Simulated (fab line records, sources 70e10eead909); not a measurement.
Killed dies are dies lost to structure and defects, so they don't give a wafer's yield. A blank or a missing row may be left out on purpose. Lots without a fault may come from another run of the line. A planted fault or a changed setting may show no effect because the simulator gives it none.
Which tool did it? | flow nand_harc | 11 lots, 33 wafers sampled, at 5 steps of a route of 1159

WHAT THE GAUGES READ, wafer by wafer
NHARC_END_SORT_01. Usual: killed_at_array 26, standard deviation 9.6; killed_at_other 0.7, standard deviation 0.92; killed_at_periphery 3.8, standard deviation 2.7; killed_dies 31, standard deviation 10; killed_open 3.3, standard deviation 1.7; killed_short 1.8, standard deviation 1.3.
lot  | measured     | on        | killed_at_array | killed_at_other | killed_at_periphery | killed_dies | killed_open | killed_short | flag
L358 | day 19 19:57 | prober-02 | 23 25 24        | 0 0 0           | 4 6 0               | 27 31 24    | 2 3 2       | 1 4 1        |
L360 | day 20 12:20 | prober-01 | 12 7 17         | 0 1 0           | 5 3 7               | 17 11 24    | 6 2 6       | 2 2 4        |
L361 | day 20 23:23 | prober-01 | 37 27 38        | 0 2 0           | 2 3 4               | 39 32 42    | 3 3 6       | 3 1 2        |
L369 | day 22 18:03 | prober-02 | 676 676 672     | 0 0 1           | 1 1 4               | 677 677 677 | 5 4 8       | 0 0 1        | OFF
L370 | day 23 08:05 | prober-01 | 670 668 672     | 2 4 2           | 5 5 3               | 677 677 677 | 3 2 3       | 3 1 3        | OFF
L372 | day 23 16:43 | prober-01 | 658 664 666     | 1 1 2           | 18 12 9             | 677 677 677 | 5 1 2       | 1 1 4        | OFF
L373 | day 24 00:26 | prober-02 | 22 18 19        | 2 0 0           | 6 7 6               | 30 25 25    | 5 2 3       | 2 3 1        |
L377 | day 24 00:30 | prober-01 | 26 24 27        | 1 3 0           | 4 4 5               | 31 31 32    | 3 3 5       | 2 2 0        |
L375 | day 24 10:29 | prober-01 | 43 42 55        | 0 1 1           | 1 4 2               | 44 47 58    | 1 3 3       | 4 0 1        |
L374 | day 24 17:32 | prober-01 | 25 30 28        | 1 0 1           | 2 0 3               | 28 30 32    | 2 5 1       | 1 3 2        |
L378 | day 24 23:13 | prober-02 | 38 31 28        | 0 0 0           | 2 4 4               | 40 35 32    | 3 5 4       | 2 2 2        |

WHICH TOOL RAN EACH LOT (tool, then ch and the chambers of the sampled wafers, then the start)
lot  | NHARC_A_CONTACT_ETCH_89                       | NHARC_A_CONTACT_ETCH_136             | NHARC_A_CONTACT_ETCH_110           | NHARC_A_BLC_ETCH_18
L358 | rie_diel-01 ch 1,2,3, day 17 11:19 or earlier | har_cap_etch-01 ch 0,1, day 17 11:19 | rie_diel-01 ch 0,1,3, day 17 13:19 | rie_diel-12 ch 1,2, day 17 16:45
L360 | rie_diel-07 ch 0,1,2, day 17 21:57 or earlier | har_cap_etch-01 ch 0,1, day 17 21:57 | rie_diel-02 ch 1,2,3, day 17 23:50 | rie_diel-06 ch 0,1, day 18 06:10
L361 | rie_diel-01 ch 0,1, day 18 13:05 or earlier   | har_cap_etch-02 ch 0,1, day 18 13:05 | rie_diel-02 ch 0,2, day 18 14:30   | rie_diel-12 ch 0,1,3, day 18 22:06
L369 | rie_diel-01 ch 0,1,2, day 20 10:01 or earlier | har_cap_etch-01 ch 0,1, day 20 10:01 | rie_diel-01 ch 0,1,2, day 20 11:17 | rie_diel-12 ch 0,1,3, day 20 14:44
L370 | rie_diel-07 ch 0,1, day 20 19:40 or earlier   | har_cap_etch-03 ch 0,1, day 20 19:40 | rie_diel-02 ch 0,2,3, day 20 21:04 | rie_diel-05 ch 1,2,3, day 21 00:40
L372 | rie_diel-01 ch 0,2,3, day 20 20:36 or earlier | har_cap_etch-01 ch 0,1, day 20 20:36 | rie_diel-02 ch 0,2,3, day 20 21:54 | rie_diel-05 ch 0,2,3, day 21 09:42
L373 | rie_diel-07 ch 1,2,3, day 21 14:16 or earlier | har_cap_etch-03 ch 0, day 21 14:16   | rie_diel-07 ch 0,1, day 21 16:11   | rie_diel-12 ch 0,1,3, day 22 02:55
L377 | rie_diel-07 ch 1,2,3, day 21 22:07 or earlier | har_cap_etch-03 ch 0,1, day 21 22:07 | rie_diel-01 ch 0,2,3, day 21 23:35 | rie_diel-05 ch 0,2,3, day 22 06:26
L375 | rie_diel-07 ch 0,1,3, day 22 06:54 or earlier | har_cap_etch-03 ch 0,1, day 22 06:54 | rie_diel-01 ch 1,3, day 22 08:31   | rie_diel-05 ch 0,1, day 22 12:01
L374 | rie_diel-01 ch 0,3, day 22 09:17 or earlier   | har_cap_etch-03 ch 0, day 22 09:17   | rie_diel-07 ch 2,3, day 22 11:17   | rie_diel-12 ch 2,3, day 22 18:24
L378 | rie_diel-01 ch 0,1,2, day 22 18:35 or earlier | har_cap_etch-01 ch 1, day 22 18:35   | rie_diel-07 ch 0,1,2, day 22 19:55 | rie_diel-05 ch 2,3, day 23 02:40
- NHARC_A_CONTACT_ETCH_89: etches the open film in N2/H2, target depth 260 nm, time 475.3 s.
- NHARC_A_CONTACT_ETCH_136: etches the open film in C4F8/O2/Ar, time 132 s, target depth 1287 nm.
- NHARC_A_CONTACT_ETCH_110: etches the open film in CF4/O2, target depth 50 nm, overetch 5 nm, time 27.5 s.
- NHARC_A_BLC_ETCH_18: etches the open film in C4F8/O2/Ar, target depth 910 nm.

WHAT THE TOOLS THEMSELVES READ (means of the sampled wafers that have a number; where no wafer has one, the mark that the record gives instead)
NHARC_A_CONTACT_ETCH_89. Usual: bias_w 150.0 W, standard deviation 0.44; chamber_pressure_mTorr 30.00 mTorr, standard deviation 0.03; drypump_motor_current_A 5.76 A, standard deviation 0.23; oes_product_au 1.001 a.u., standard deviation 0.0076; rf_vpp_V 431.0 V, standard deviation 2.7; showerhead_plenum_p_Torr 2.06 Torr, standard deviation 0.091; throttle_valve_pct 14.171 %, standard deviation 0.0093.
lot  | tool        | bias_w (W) | chamber_pressure_mTorr (mTorr) | drypump_motor_current_A (A) | oes_product_au (a.u.) | rf_vpp_V (V) | showerhead_plenum_p_Torr (Torr) | throttle_valve_pct (%) | flag
L358 | rie_diel-01 | 150.2      | 30.00                          | 5.74                        | 1.002                 | 430.5        | 2.05                            | 14.168                 |
L360 | rie_diel-07 | 149.9      | 30.00                          | 5.64                        | 0.994                 | 431.4        | 2.08                            | 14.175                 |
L361 | rie_diel-01 | 150.2      | 30.01                          | 5.98                        | 1.003                 | 432.7        | 2.11                            | 14.175                 |
L369 | rie_diel-01 | 149.9      | 30.02                          | 5.91                        | 1.003                 | 431.5        | 2.11                            | 14.172                 |
L370 | rie_diel-07 | 150.0      | 29.99                          | 5.67                        | 1.011                 | 432.0        | 2.08                            | 14.182                 |
L372 | rie_diel-01 | 150.0      | 30.01                          | 5.84                        | 1.001                 | 429.3        | 2.02                            | 14.178                 |
L373 | rie_diel-07 | 149.8      | 30.00                          | 5.57                        | 1.001                 | 430.6        | 2.04                            | 14.167                 |
L377 | rie_diel-07 | 150.0      | 30.02                          | 5.57                        | 1.005                 | 430.0        | 2.04                            | 14.168                 |
L375 | rie_diel-07 | 149.7      | 29.99                          | 5.60                        | 1.002                 | 430.5        | 2.05                            | 14.168                 |
L374 | rie_diel-01 | 150.3      | 30.01                          | 6.01                        | 1.002                 | 432.6        | 2.12                            | 14.168                 |
L378 | rie_diel-01 | 149.6      | 29.98                          | 5.91                        | 1.000                 | 431.9        | 2.11                            | 14.160                 |

NHARC_A_CONTACT_ETCH_136. Usual: chamber_pressure_mTorr 20.000 mTorr, standard deviation 0.019; oes_air_line_au 1.004 a.u., standard deviation 0.02.
lot  | tool            | chamber_pressure_mTorr (mTorr) | oes_air_line_au (a.u.) | flag
L358 | har_cap_etch-01 | 20.003                         | 1.004                  |
L360 | har_cap_etch-01 | 20.021                         | 1.015                  |
L361 | har_cap_etch-02 | 20.011                         | 0.996                  |
L369 | har_cap_etch-01 | 19.988                         | 1.011                  |
L370 | har_cap_etch-03 | 20.004                         | 1.016                  |
L372 | har_cap_etch-01 | 20.012                         | 0.994                  |
L373 | har_cap_etch-03 | 20.003                         | 1.020                  |
L377 | har_cap_etch-03 | 19.995                         | 0.992                  |
L375 | har_cap_etch-03 | 20.030                         | 0.995                  |
L374 | har_cap_etch-03 | 20.007                         | 1.011                  |
L378 | har_cap_etch-01 | 19.986                         | 1.023                  |

NHARC_A_CONTACT_ETCH_110. Usual: bias_w 100.0 W, standard deviation 0.3; cf4_flow_sccm 80.01 sccm, standard deviation 0.22; drypump_motor_current_A 5.72 A, standard deviation 0.26; oes_product_au 1.001 a.u., standard deviation 0.0074; rf_vpp_V 198.1 V, standard deviation 1.4; showerhead_plenum_p_Torr 1.35 Torr, standard deviation 0.055; throttle_valve_pct 13.398 %, standard deviation 0.0099.
lot  | tool        | bias_w (W) | cf4_flow_sccm (sccm) | drypump_motor_current_A (A) | oes_product_au (a.u.) | rf_vpp_V (V) | showerhead_plenum_p_Torr (Torr) | throttle_valve_pct (%) | flag
L358 | rie_diel-01 | 100.1      | 79.87                | 5.92                        | 1.010                 | 197.5        | 1.33                            | 13.398                 |
L360 | rie_diel-02 | 99.7       | 80.00                | 5.57                        | 0.999                 | 198.3        | 1.35                            | 13.396                 |
L361 | rie_diel-02 | 99.9       | 79.90                | 5.40                        | 0.990                 | 198.8        | 1.37                            | 13.390                 |
L369 | rie_diel-01 | 99.9       | 79.85                | 5.89                        | 1.005                 | 199.2        | 1.38                            | 13.389                 |
L370 | rie_diel-02 | 99.9       | 80.19                | 5.69                        | 1.010                 | 197.5        | 1.35                            | 13.404                 |
L372 | rie_diel-02 | 99.8       | 80.06                | 5.71                        | 0.997                 | 197.5        | 1.35                            | 13.408                 |
L373 | rie_diel-07 | 100.2      | 79.98                | 5.63                        | 1.009                 | 197.3        | 1.34                            | 13.396                 |
L377 | rie_diel-01 | 100.1      | 80.12                | 5.84                        | 0.994                 | 199.7        | 1.40                            | 13.396                 |
L375 | rie_diel-01 | 100.2      | 80.07                | 5.80                        | 1.008                 | 198.5        | 1.41                            | 13.402                 |
L374 | rie_diel-07 | 99.9       | 80.10                | 5.50                        | 1.010                 | 198.0        | 1.33                            | 13.389                 |
L378 | rie_diel-07 | 100.2      | 80.13                | 5.63                        | 1.001                 | 198.8        | 1.35                            | 13.400                 |

NHARC_A_BLC_ETCH_18. Usual: bias_w 1499 W, standard deviation 4.1; chamber_pressure_mTorr 24.999 mTorr, standard deviation 0.021; oes_product_au 0.946 a.u., standard deviation 0.021; rf_vpp_V 978 V, standard deviation 5.9.
lot  | tool        | bias_w (W) | chamber_pressure_mTorr (mTorr) | oes_product_au (a.u.) | rf_vpp_V (V) | flag
L358 | rie_diel-12 | 1500       | 25.015                         | 0.965                 | 979          |
L360 | rie_diel-06 | 1496       | 24.996                         | 0.931                 | 981          |
L361 | rie_diel-12 | 1504       | 25.002                         | 0.966                 | 980          |
L369 | rie_diel-12 | -          | -                              | -                     | -            | OFF
L370 | rie_diel-05 | -          | -                              | -                     | -            | OFF
L372 | rie_diel-05 | -          | -                              | -                     | -            | OFF
L373 | rie_diel-12 | 1502       | 24.995                         | 0.920                 | 979          |
L377 | rie_diel-05 | 1496       | 24.994                         | 0.924                 | 977          |
L375 | rie_diel-05 | 1501       | 25.005                         | 0.927                 | 976          |
L374 | rie_diel-12 | 1497       | 24.990                         | 0.925                 | 979          |
L378 | rie_diel-05 | 1499       | 24.997                         | 0.971                 | 974          |

THE ANSWER, worked out from the rows above alone
Rule: a lot is off if the mean of its wafers that have a number lies more than 3 standard deviations from the usual mean. A lot without any number at a reading at which 4 lots or more have one is off too. The other lots that the step has rows for count as sound. The gauges are gone through in route order, then the tools' own readings, and for those a lot's mean is taken as printed above. The first step at which some lot is off is used, and at that step the reading that is off furthest; a lot without a number counts as furthest.
Off: L369, L370, L372, at NHARC_END_SORT_01 (killed_at_array).
A tool fits if, at a process step before that reading, it ran every lot that is off, and no sound lot after the first of them. The gauges at NHARC_END_SORT_01 aren't tried: what is off there is off at NHARC_A_BLC_ETCH_18 too, on other tools, and a gauge's error can't cause that. NHARC_A_CONTACT_ETCH_89 gives no start for some lots, so the hours and the order of its lots are those of NHARC_A_CONTACT_ETCH_136. None of those tried fits.

WHAT THE SIMULATOR HAD PUT IN
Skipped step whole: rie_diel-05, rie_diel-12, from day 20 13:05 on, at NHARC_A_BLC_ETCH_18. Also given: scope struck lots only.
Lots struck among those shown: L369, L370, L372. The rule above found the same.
